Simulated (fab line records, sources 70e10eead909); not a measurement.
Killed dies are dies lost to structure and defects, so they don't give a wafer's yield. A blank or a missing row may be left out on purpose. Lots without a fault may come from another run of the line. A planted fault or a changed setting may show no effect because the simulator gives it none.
A sampling plan put to the test | flow nand_harc | one fab line, 49 faults that these records tell of, each judged on the records of the lots that it struck; 1 more is left out, because the records don't allow judging it
The plan is the line's own looks: the steps of the route at which a gauge or an inspection reads the wafer and doesn't change it. A look can be judged if struck wafers have a number there and the file gives its usual mean and standard deviation on fault-free wafers. Caught: at a look after the fault's first step, the mean of the struck wafers lies 4 or more of those standard deviations (sigma) from the usual mean. On the tool: the same test on the tool's own readings at the fault's steps. Another recipe on the struck wafers, or a record that is blank for them alone, also counts as caught.

THE FAULTS, as the simulator had put them in
1. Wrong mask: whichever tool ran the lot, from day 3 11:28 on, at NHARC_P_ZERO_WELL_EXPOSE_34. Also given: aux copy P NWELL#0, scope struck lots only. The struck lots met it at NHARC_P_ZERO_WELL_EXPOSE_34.
2. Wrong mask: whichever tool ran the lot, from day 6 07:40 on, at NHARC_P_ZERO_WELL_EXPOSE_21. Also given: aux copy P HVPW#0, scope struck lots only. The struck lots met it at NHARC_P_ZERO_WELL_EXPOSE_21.
3. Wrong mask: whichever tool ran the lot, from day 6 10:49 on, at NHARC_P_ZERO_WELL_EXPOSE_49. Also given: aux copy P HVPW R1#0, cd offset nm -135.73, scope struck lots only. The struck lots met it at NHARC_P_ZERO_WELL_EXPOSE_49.
4. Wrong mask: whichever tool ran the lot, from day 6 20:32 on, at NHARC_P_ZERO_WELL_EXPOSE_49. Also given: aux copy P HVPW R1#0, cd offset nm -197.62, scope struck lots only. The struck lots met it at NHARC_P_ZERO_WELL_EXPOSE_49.
5. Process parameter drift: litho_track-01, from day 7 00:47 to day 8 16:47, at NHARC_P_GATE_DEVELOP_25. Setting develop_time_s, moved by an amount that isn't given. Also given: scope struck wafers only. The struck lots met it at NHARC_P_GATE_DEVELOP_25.
6. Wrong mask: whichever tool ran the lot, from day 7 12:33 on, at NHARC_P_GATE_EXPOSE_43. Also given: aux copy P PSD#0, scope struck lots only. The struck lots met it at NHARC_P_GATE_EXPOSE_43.
7. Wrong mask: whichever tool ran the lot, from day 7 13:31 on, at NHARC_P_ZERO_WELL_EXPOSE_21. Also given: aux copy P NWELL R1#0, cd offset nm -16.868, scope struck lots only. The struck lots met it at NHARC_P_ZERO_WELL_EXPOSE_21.
8. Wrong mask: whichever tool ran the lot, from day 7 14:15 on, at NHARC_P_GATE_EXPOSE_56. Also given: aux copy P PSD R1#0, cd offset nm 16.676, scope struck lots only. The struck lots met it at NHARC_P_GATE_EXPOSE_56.
9. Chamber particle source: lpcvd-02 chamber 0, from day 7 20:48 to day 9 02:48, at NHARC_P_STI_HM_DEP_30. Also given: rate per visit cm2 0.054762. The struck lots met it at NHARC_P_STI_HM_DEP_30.
10. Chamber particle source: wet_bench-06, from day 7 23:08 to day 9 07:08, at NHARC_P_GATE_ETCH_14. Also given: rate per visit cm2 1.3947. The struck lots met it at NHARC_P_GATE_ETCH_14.
11. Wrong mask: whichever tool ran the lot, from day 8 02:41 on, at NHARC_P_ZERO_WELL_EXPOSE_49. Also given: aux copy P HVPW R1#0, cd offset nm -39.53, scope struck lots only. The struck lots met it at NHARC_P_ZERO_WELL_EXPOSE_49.
12. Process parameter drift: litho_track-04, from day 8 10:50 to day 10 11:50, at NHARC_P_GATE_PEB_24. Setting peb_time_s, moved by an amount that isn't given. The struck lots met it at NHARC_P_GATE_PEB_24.
13. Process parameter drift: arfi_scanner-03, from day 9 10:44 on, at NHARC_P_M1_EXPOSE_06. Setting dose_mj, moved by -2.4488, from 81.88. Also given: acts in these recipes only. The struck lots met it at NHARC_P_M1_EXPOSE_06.
14. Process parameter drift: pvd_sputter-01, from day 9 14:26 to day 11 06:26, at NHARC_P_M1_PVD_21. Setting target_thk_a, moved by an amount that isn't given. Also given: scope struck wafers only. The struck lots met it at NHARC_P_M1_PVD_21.
15. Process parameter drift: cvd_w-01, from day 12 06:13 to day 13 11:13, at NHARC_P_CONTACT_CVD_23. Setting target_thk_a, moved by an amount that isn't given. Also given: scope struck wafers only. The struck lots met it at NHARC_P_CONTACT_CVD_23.
16. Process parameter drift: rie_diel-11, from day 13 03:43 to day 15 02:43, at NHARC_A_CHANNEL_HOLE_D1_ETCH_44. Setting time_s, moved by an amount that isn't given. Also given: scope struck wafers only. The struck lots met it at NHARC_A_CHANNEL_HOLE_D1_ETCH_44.
17. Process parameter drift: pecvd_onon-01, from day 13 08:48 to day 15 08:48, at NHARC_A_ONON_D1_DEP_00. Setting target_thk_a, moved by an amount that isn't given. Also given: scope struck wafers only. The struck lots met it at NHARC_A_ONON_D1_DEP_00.
18. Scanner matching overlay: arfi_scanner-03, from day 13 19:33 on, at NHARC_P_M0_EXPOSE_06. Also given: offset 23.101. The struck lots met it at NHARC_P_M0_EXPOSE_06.
19. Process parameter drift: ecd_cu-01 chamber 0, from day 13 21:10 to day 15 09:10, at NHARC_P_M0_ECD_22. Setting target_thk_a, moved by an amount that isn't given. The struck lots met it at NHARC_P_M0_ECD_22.
20. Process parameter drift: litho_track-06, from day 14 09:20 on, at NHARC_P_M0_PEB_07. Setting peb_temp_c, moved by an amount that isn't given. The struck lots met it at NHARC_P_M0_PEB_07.
21. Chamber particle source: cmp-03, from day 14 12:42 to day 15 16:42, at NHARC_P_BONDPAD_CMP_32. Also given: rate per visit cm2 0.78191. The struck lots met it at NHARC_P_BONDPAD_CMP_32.
22. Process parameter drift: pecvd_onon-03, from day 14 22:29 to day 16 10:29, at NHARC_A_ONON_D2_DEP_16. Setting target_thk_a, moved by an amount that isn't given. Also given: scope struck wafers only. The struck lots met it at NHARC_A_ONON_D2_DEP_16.
23. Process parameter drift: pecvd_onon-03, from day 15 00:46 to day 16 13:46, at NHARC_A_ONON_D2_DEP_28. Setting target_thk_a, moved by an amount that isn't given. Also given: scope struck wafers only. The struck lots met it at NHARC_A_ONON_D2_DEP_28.
24. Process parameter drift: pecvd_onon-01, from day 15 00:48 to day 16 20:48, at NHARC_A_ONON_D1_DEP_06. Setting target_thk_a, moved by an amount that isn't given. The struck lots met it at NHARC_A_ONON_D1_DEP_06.
25. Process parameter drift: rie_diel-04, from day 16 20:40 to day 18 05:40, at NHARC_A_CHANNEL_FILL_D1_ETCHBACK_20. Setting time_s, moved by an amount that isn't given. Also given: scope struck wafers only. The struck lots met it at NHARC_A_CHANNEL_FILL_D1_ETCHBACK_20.
26. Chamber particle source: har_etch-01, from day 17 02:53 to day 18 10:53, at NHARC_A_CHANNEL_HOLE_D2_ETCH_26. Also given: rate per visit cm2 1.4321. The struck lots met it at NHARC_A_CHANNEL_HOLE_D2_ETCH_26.
27. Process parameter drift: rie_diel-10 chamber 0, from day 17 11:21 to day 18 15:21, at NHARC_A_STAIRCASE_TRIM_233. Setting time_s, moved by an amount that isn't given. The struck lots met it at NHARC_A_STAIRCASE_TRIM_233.
28. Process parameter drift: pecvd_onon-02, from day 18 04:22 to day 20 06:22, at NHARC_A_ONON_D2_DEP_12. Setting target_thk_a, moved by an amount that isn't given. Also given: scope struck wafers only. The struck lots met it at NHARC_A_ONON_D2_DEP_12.
29. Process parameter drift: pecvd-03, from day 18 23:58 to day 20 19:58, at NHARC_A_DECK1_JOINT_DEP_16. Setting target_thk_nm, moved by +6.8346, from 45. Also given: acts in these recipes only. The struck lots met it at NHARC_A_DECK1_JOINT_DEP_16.
30. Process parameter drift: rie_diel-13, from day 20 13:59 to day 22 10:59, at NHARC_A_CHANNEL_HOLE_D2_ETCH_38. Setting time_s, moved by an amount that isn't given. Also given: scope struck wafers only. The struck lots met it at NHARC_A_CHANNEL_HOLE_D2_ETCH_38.
31. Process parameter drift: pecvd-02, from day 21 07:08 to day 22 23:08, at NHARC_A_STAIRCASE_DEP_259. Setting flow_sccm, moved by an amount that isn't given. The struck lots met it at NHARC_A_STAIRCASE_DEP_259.
32. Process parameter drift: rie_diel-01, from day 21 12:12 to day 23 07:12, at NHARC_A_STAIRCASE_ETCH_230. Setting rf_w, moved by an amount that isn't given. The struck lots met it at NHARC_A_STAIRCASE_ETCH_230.
33. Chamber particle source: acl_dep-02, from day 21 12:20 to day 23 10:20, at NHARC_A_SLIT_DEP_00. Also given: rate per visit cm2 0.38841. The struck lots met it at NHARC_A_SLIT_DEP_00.
34. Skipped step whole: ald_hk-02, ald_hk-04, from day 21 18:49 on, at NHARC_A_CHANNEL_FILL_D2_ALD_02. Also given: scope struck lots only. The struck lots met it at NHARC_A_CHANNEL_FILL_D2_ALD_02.
35. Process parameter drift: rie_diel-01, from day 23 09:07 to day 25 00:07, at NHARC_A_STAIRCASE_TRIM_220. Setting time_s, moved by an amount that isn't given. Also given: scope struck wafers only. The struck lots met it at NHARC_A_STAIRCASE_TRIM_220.
36. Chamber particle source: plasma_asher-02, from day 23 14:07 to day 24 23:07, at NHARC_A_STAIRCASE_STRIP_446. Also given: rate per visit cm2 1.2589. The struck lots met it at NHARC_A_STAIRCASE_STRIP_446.
37. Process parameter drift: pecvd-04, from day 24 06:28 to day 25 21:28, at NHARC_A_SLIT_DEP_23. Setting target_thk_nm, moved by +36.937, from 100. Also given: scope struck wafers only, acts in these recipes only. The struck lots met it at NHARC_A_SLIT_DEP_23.
38. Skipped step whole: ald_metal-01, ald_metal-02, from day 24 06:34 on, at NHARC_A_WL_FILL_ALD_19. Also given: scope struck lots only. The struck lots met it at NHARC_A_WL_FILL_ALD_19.
39. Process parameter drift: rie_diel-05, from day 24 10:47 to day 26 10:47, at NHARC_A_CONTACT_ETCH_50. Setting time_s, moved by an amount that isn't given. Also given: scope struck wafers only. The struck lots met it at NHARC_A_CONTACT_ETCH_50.
40. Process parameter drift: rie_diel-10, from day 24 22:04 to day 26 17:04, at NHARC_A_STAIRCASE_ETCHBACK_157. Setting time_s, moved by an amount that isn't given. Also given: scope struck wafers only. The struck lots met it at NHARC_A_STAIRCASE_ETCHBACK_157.
41. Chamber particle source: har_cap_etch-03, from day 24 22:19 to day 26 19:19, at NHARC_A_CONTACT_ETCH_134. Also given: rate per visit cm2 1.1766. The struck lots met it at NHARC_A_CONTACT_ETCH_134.
42. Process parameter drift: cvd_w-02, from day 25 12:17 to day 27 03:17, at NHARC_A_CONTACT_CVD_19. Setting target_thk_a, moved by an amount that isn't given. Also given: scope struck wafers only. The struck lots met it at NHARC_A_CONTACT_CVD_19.
43. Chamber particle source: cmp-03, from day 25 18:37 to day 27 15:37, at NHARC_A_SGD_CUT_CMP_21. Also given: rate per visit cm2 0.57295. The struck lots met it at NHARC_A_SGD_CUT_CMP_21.
44. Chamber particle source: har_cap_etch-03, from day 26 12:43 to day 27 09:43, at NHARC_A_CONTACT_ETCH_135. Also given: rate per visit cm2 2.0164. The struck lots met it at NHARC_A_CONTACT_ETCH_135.
45. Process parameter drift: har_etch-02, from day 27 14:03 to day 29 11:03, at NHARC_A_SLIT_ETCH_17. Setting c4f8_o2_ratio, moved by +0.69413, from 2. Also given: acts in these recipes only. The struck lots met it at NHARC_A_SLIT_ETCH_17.
46. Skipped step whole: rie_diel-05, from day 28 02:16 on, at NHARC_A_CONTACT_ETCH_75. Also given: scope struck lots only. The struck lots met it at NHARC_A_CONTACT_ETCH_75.
47. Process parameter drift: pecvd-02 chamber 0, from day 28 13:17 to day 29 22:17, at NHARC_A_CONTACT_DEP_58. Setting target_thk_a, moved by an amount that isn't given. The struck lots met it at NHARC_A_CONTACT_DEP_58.
48. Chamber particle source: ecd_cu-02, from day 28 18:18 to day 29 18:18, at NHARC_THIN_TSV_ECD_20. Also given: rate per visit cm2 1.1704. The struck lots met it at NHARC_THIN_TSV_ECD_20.
49. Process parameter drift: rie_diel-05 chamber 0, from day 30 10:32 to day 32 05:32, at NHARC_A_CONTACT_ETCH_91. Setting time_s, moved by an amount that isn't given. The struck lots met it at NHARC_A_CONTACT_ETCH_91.

WHAT THE PLAN SAW
fault | on the tool itself                               | first look that catches it                      | reading, sigma                                        | median hours from its first step to that look | hours from the fault's start to the first struck lot there | judged looks passed uncaught
1     | under 2 sigma                                    | NHARC_END_SORT_01                               | killed_at_periphery +99 or beyond                     | 531.2                                         | 534                                                        | 0
2     | under 2 sigma                                    | NHARC_END_SORT_01                               | killed_at_periphery +99 or beyond                     | 537.7                                         | 540                                                        | 0
3     | under 2 sigma                                    | NHARC_P_ZERO_WELL_CD_MEAS_52                    | cd_nm -65                                             | 0.2                                           | 5                                                          | 0
4     | no reading that can be judged                    | NHARC_P_ZERO_WELL_CD_MEAS_52                    | cd_nm -95                                             | 0.2                                           | 5                                                          | 0
5     | under 2 sigma                                    | none of the 3 looks that can be judged after it | strongest: cd_nm at NHARC_P_GATE_CD_MEAS_26, -2.9     | -                                             | -                                                          | 3
6     | under 2 sigma                                    | NHARC_END_SORT_01                               | killed_at_periphery +99 or beyond                     | 470.9                                         | 474                                                        | 0
7     | no reading that can be judged                    | NHARC_P_ZERO_WELL_CD_MEAS_24                    | cd_nm -6.1                                            | 0.2                                           | 5                                                          | 0
8     | under 2 sigma                                    | NHARC_P_GATE_CD_MEAS_59                         | cd_nm +7.1                                            | 0.2                                           | 5                                                          | 0
9     | under 2 sigma                                    | NHARC_P_STI_INSPECT_11                          | raw_defect_count +12                                  | 4.2                                           | 8                                                          | 0
10    | no reading that can be judged                    | NHARC_P_GATE_INSPECT_28                         | raw_defect_count +99 or beyond                        | 16.3                                          | 19                                                         | 0
11    | no reading that can be judged                    | NHARC_P_ZERO_WELL_CD_MEAS_52                    | cd_nm -19                                             | 0.2                                           | 5                                                          | 0
12    | heater_power_total_W +19 sigma                   | NHARC_P_GATE_CD_MEAS_26                         | cd_nm +4.0                                            | 0.1                                           | 7                                                          | 0
13    | exposure_dose_mJ_cm2 -4.2 sigma                  | NHARC_P_M1_CD_MEAS_09                           | cd_nm -4.3                                            | 0.1                                           | 12                                                         | 0
14    | under 2 sigma                                    | NHARC_END_SORT_01                               | killed_at_periphery +99 or beyond                     | 432.5                                         | 442                                                        | 0
15    | under 2 sigma                                    | not the one look that can be judged after it    | -                                                     | -                                             | -                                                          | 1
16    | run_length_s -23 sigma                           | NHARC_END_SORT_01                               | killed_at_array +27                                   | 371.3                                         | 376                                                        | 0
17    | under 2 sigma                                    | NHARC_A_ONON_D1_THK_MEAS_02                     | thk_nm +60                                            | 0.5                                           | 34                                                         | 0
18    | no reading that can be judged                    | NHARC_P_M0_OVL_MEAS_10                          | overlay_x_nm +28                                      | 0.2                                           | 6                                                          | 0
19    | no reading that can be judged                    | NHARC_END_SORT_01                               | killed_at_periphery +99 or beyond                     | 442.9                                         | 463                                                        | 0
20    | plate_temp_C -16 sigma                           | NHARC_P_M0_CD_MEAS_09                           | cd_nm -8.7                                            | 0.1                                           | 8                                                          | 0
21    | under 2 sigma                                    | NHARC_END_SORT_01                               | killed_at_periphery +94                               | 431.6                                         | 447                                                        | 1
22    | no reading that can be judged                    | NHARC_A_ONON_D2_THK_MEAS_18                     | thk_nm -24                                            | 0.4                                           | 14                                                         | 0
23    | no reading that can be judged                    | NHARC_A_ONON_D2_THK_MEAS_30                     | thk_nm -33                                            | 0.5                                           | 10                                                         | 0
24    | no reading that can be judged                    | NHARC_A_ONON_D1_THK_MEAS_08                     | thk_nm -24                                            | 0.5                                           | 6                                                          | 0
25    | run_length_s -11 sigma                           | NHARC_END_SORT_01                               | killed_dies +27                                       | 350.4                                         | 346                                                        | 0
26    | under 2 sigma                                    | NHARC_A_CHANNEL_HOLE_D2_INSPECT_40              | raw_defect_count +11                                  | 1.9                                           | 4                                                          | 0
27    | run_length_s -99 or beyond sigma                 | NHARC_END_SORT_01                               | killed_dies +27                                       | 195.0                                         | 200                                                        | 0
28    | no reading that can be judged                    | NHARC_A_ONON_D2_THK_MEAS_14                     | thk_nm -31                                            | 0.4                                           | 9                                                          | 0
29    | under 2 sigma                                    | NHARC_A_DECK1_JOINT_THK_MEAS_17                 | thk_nm +5.9                                           | 0.3                                           | 14                                                         | 0
30    | run_length_s -36 sigma                           | not the one look that can be judged after it    | strongest: killed_at_array at NHARC_END_SORT_01, +2.3 | -                                             | -                                                          | 1
31    | under 2 sigma                                    | NHARC_END_SORT_01                               | killed_at_array +8.2                                  | 188.4                                         | 190                                                        | 0
32    | rf_fwd_power_W +70 sigma                         | NHARC_END_SORT_01                               | killed_at_array +27                                   | 197.5                                         | 211                                                        | 0
33    | under 2 sigma                                    | NHARC_A_SLIT_INSPECT_11                         | raw_defect_count +8.9                                 | 3.5                                           | 16                                                         | 0
34    | the tool's record is blank for the struck wafers | NHARC_END_SORT_01                               | killed_at_array +27                                   | 260.0                                         | 273                                                        | 0
35    | run_length_s +99 or beyond sigma                 | NHARC_END_SORT_01                               | killed_at_array +13                                   | 205.8                                         | 213                                                        | 0
36    | under 2 sigma                                    | NHARC_END_SORT_01                               | killed_at_array +5.0                                  | 132.2                                         | 135                                                        | 0
37    | under 2 sigma                                    | NHARC_END_SORT_01                               | killed_at_array +28                                   | 112.9                                         | 120                                                        | 0
38    | the tool's record is blank for the struck wafers | NHARC_END_SORT_01                               | killed_at_array +27                                   | 84.2                                          | 89                                                         | 0
39    | run_length_s -21 sigma                           | not the one look that can be judged after it    | strongest: killed_at_array at NHARC_END_SORT_01, +2.1 | -                                             | -                                                          | 1
40    | run_length_s -90 sigma                           | NHARC_END_SORT_01                               | killed_at_array +27                                   | 130.6                                         | 130                                                        | 0
41    | no reading that can be judged                    | not the one look that can be judged after it    | strongest: killed_at_array at NHARC_END_SORT_01, +2.9 | -                                             | -                                                          | 1
42    | under 2 sigma                                    | no look after it can be judged                  | -                                                     | -                                             | -                                                          | 0
43    | under 2 sigma                                    | NHARC_A_SGD_CUT_INSPECT_25                      | raw_defect_count +4.6                                 | 0.7                                           | 13                                                         | 0
44    | no reading that can be judged                    | none of the 3 looks that can be judged after it | strongest: killed_at_array at NHARC_END_SORT_01, +3.9 | -                                             | -                                                          | 3
45    | under 2 sigma                                    | none of the 2 looks that can be judged after it | strongest: cd_nm at NHARC_A_SLIT_CD_MEAS_21, -3.7     | -                                             | -                                                          | 2
46    | the tool's record is blank for the struck wafers | NHARC_END_SORT_01                               | killed_dies +27                                       | 61.2                                          | 68                                                         | 0
47    | under 2 sigma                                    | NHARC_END_SORT_01                               | killed_dies +6.6                                      | 61.1                                          | 90                                                         | 0
48    | no reading that can be judged                    | NHARC_END_SORT_01                               | killed_at_other +99 or beyond                         | 24.5                                          | 23                                                         | 3
49    | run_length_s -68 sigma                           | NHARC_END_SORT_01                               | killed_at_array +6.9                                  | 57.1                                          | 83                                                         | 0
A dash: the fault isn't caught, or these records don't give the number.

Caught at a look: 41 of 49. Caught on the tool: 15 of 49. By one or the other: 43 of 49.
Caught on the tool alone: faults 30, 39.
Caught at a look alone: faults 1, 2, 3, 4, 6, 7, 8, 9, 10, 11, 14, 17, 18, 19, 21, 22, 23, 24, 26, 28, 29, 31, 33, 36, 37, 43, 47, 48.
Caught by neither: faults 5, 15, 41, 42, 44, 45.

THINNER SAMPLING
If the look that catches a fault measured only every second or every third lot, by lot number, the first struck lot would be measured this late in the worst case:
fault | struck lots at that look, in order of time | every lot | every second lot | every third lot
1     | L700                                       | 534 h     | may miss it      | may miss it
2     | L307                                       | 540 h     | may miss it      | may miss it
3     | L939                                       | 5 h       | may miss it      | may miss it
4     | L794                                       | 5 h       | may miss it      | may miss it
6     | L594                                       | 474 h     | may miss it      | may miss it
7     | L660                                       | 5 h       | may miss it      | may miss it
8     | L170                                       | 5 h       | may miss it      | may miss it
9     | L344                                       | 8 h       | may miss it      | may miss it
10    | L329, L330                                 | 19 h      | 28 h             | may miss all 2
11    | L937                                       | 5 h       | may miss it      | may miss it
12    | L959, L963                                 | 7 h       | may miss all 2   | may miss all 2
13    | L299                                       | 12 h      | may miss it      | may miss it
14    | L996                                       | 442 h     | may miss it      | may miss it
16    | L739                                       | 376 h     | may miss it      | may miss it
17    | L191, L192                                 | 34 h      | 39 h             | may miss all 2
18    | L342, L345                                 | 6 h       | 31 h             | may miss all 2
19    | L179                                       | 463 h     | may miss it      | may miss it
20    | L842, L843                                 | 8 h       | 17 h             | may miss all 2
21    | L637, L639                                 | 447 h     | may miss all 2   | may miss all 2
22    | L566, L567                                 | 14 h      | 20 h             | may miss all 2
23    | L977, L979                                 | 10 h      | may miss all 2   | may miss all 2
24    | L583, L585                                 | 6 h       | may miss all 2   | may miss all 2
25    | L102, L103                                 | 346 h     | 373 h            | may miss all 2
26    | L970, L973                                 | 4 h       | 28 h             | may miss all 2
27    | L214                                       | 200 h     | may miss it      | may miss it
28    | L469, L471, L473                           | 9 h       | may miss all 3   | 50 h
29    | L980, L981                                 | 14 h      | 28 h             | may miss all 2
31    | L283, L284, L286                           | 190 h     | 190 h            | may miss all 3
32    | L172, L173                                 | 211 h     | 213 h            | may miss all 2
33    | L829, L833                                 | 16 h      | may miss all 2   | may miss all 2
34    | L701, L700                                 | 273 h     | 273 h            | may miss all 2
35    | L849, L848                                 | 213 h     | 215 h            | may miss all 2
36    | L243, L245                                 | 135 h     | may miss all 2   | may miss all 2
37    | L264, L265                                 | 120 h     | 121 h            | may miss all 2
38    | L381, L382, L384                           | 89 h      | 90 h             | may miss all 3
40    | L609, L610                                 | 130 h     | 131 h            | may miss all 2
43    | L640, L643                                 | 13 h      | 37 h             | may miss all 2
46    | L577, L578, L579                           | 68 h      | 73 h             | 101 h
47    | L720                                       | 90 h      | may miss it      | may miss it
48    | L377, L376                                 | 23 h      | 25 h             | may miss all 2
49    | L637                                       | 83 h      | may miss it      | may miss it
Hours are from the fault's start to the first struck lot that is measured. The limit of 4 sigma was tested on all struck wafers together, so one lot alone may lie under it. Other struck lots may not be in these records.

THE LONGEST TIMED WAY FROM STEP TO LOOK
Fault 2: a median of 537.7 hours passes between NHARC_P_ZERO_WELL_EXPOSE_21 and NHARC_END_SORT_01. No look between them can be judged.
